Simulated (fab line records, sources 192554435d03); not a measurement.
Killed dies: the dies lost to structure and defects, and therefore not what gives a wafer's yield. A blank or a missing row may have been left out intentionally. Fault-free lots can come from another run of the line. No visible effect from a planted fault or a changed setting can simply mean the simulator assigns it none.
Split-lot study	flow n5_finfet	7 lots, 39 wafers read, on a route of 1938 steps

## THE SPLIT ITSELF
At N5_BEOL_M13_TRENCH_ETCH_34 (etches SiOC in C4F8/O2/Ar, target depth 413.47 nm, time 162.6 s), the setting time_s was moved away from the recipe's 162.6 s on 12 of the 39 wafers read, by -36.7% to +49.3%. For the rest of the wafers, this setting stayed at what the recipe calls for.

## FROM THE SPLIT TO THE READING: what the file shows between them, 10 steps
- N5_BEOL_M13_STRIP_70: strips in C4F8/O2/Ar
- N5_BEOL_M13_OCD_MEAS_35
- N5_BEOL_M13_STRIP_37: strips in N2/H2
- N5_BEOL_M13_ETCH_38: etches SiCN in CF4/N2, target depth 67.5 nm, time 71.9 s
- N5_BEOL_M13_ECD_47: material Cu, target thk 936 nm
- N5_BEOL_M13_ANNEAL_48: time 90 s
- N5_BEOL_M13_CMP_49: polishes, stops on SiOC, t overpolish 17.1 s, target thk 420 nm
- N5_BEOL_M13_THK_MEAS_50: measures by xrf
- N5_BEOL_M13_PRE_CLEAN_52: time 15 s
- N5_BEOL_M13_DEP_53: deposits SiCN from 3MS/NH3, target thk 50 nm, time 17.8 s

## THE READING
M13_RS, in ohm/sq, at N5_BEOL_M13_RS_MEAS_54 (measures by four-point-probe). Typical for fault-free wafers on this fab line: 0.0448 ohm/sq, with standard deviation 0.00072 ohm/sq.

wafer	tool, chamber at the split	time_s as run, s	against the recipe	M13_RS, ohm/sq	against lot-mates on the recipe
L077.1	rie_diel-05, 3	162.6	recipe	0.0448	-
L077.2	rie_diel-05, 2	106.7	-34.4%	0.0668	+0.0222
L077.3	rie_diel-05, 1	162.6	recipe	0.0442	-
L077.4	rie_diel-05, 0	106.7	-34.4%	0.0673	+0.0227
L077.5	rie_diel-05, 3	162.6	recipe	0.0447	-
L077.6	rie_diel-05, 2	106.7	-34.4%	0.0665	+0.0219
L079.1	rie_diel-05, 2	162.6	recipe	0.0436	-
L079.2	rie_diel-05, 3	162.6	recipe	0.0444	-
L079.3	rie_diel-05, 0	162.6	recipe	0.0447	-
L079.4	rie_diel-05, 1	162.6	recipe	0.0435	-
L079.5	rie_diel-05, 2	162.6	recipe	0.0430	-
L079.6	rie_diel-05, 3	162.6	recipe	0.0438	-
L086.1	rie_diel-06, 2	162.6	recipe	0.0446	-
L086.2	rie_diel-06, 3	162.6	recipe	0.0437	-
L086.3	rie_diel-06, 0	103	-36.7%	0.0720	+0.0271
L086.4	rie_diel-06, 1	103	-36.7%	0.0732	+0.0283
L086.5	rie_diel-06, 1	162.6	recipe	0.0463	-
L086.6	rie_diel-06, 0	103	-36.7%	0.0719	+0.0270
L087.3	rie_diel-06, 1	162.6	recipe	0.0461	-
L087.4	rie_diel-06, 3	162.6	recipe	0.0441	-
L087.6	rie_diel-06, 2	162.6	recipe	0.0449	-
L092.1	rie_diel-06, 2	162.6	recipe	0.0454	-
L092.2	rie_diel-06, 1	242.8	+49.3%	0.0311	-0.0142
L092.3	rie_diel-06, 3	242.8	+49.3%	0.0293	-0.0160
L092.4	rie_diel-06, 0	162.6	recipe	0.0453	-
L092.5	rie_diel-06, 3	242.8	+49.3%	0.0292	-0.0161
L092.6	rie_diel-06, 0	162.6	recipe	0.0453	-
L093.1	rie_diel-03, 2	162.6	recipe	0.0450	-
L093.2	rie_diel-03, 1	162.6	recipe	0.0454	-
L093.3	rie_diel-03, 3	162.6	recipe	0.0448	-
L093.4	rie_diel-03, 1	162.6	recipe	0.0451	-
L093.5	rie_diel-03, 3	162.6	recipe	0.0447	-
L093.6	rie_diel-03, 2	162.6	recipe	0.0453	-
L097.1	rie_diel-03, 2	207.7	+27.7%	0.0352	-0.0094
L097.2	rie_diel-03, 0	162.6	recipe	0.0438	-
L097.3	rie_diel-03, 3	207.7	+27.7%	0.0352	-0.0094
L097.4	rie_diel-03, 2	162.6	recipe	0.0451	-
L097.5	rie_diel-03, 0	207.7	+27.7%	0.0344	-0.0102
L097.6	rie_diel-03, 3	162.6	recipe	0.0448	-

FIT RESULTS
A straight line over all 39 wafers: M13_RS changes by -0.000487 ohm/sq for each +1% of time_s; r = -0.94; the points scatter about the line by 0.0037 ohm/sq.
The same after taking each lot's own level away (the mean of its wafers on the recipe; 39 wafers): -0.000492 ohm/sq for each +1%; r = -0.95; scatter 0.0036 ohm/sq.
Per that fit: largest time_s move, reading shift of 0.024 ohm/sq.
The span of the lots' own levels, 0.04383 to 0.04533 ohm/sq, comes to 2.1 times the standard deviation stated above.
So the lot-to-lot level changes the slope little: the two slopes agree.
Check: for one of the wafers moved furthest among these (+49.3%), held out of the fit, the line's prediction against its lot-mates is -0.0237 ohm/sq. Against them it came out at -0.0142 ohm/sq.

## THE WHOLE CHAIN: every reading that the file lists as answering this split, in the file's order
step	what it does	reading	change (the file's fit)	r (the file's)
N5_BEOL_M13_TRENCH_ETCH_34	etches SiOC in C4F8/O2/Ar, target depth 413.47 nm, time 162.6 s	etch.depth_nm (the simulator's own value, which no gauge read)	+4.15 nm for each +1% of the setting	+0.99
N5_BEOL_M13_OCD_MEAS_35		trench_depth_nm	+4.15 nm for each +1% of the setting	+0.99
N5_BEOL_M13_CMP_49	polishes, stops on SiOC, t overpolish 17.1 s, target thk 420 nm	Cu_of_BEOL_M13_ECD_47.thk_nm (the simulator's own value, which no gauge read)	+4.15 nm for each +1% of the setting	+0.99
N5_BEOL_M13_THK_MEAS_50	measures by xrf	M13_THK	+4.2 for each +1% of the setting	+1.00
N5_BEOL_M13_RS_MEAS_54	measures by four-point-probe	M13_RS	-0.000489 for each +1% of the setting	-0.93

## FILE'S OWN FIT
M13_RS changes by -0.000489 ohm/sq for each +1% of time_s, r = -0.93.
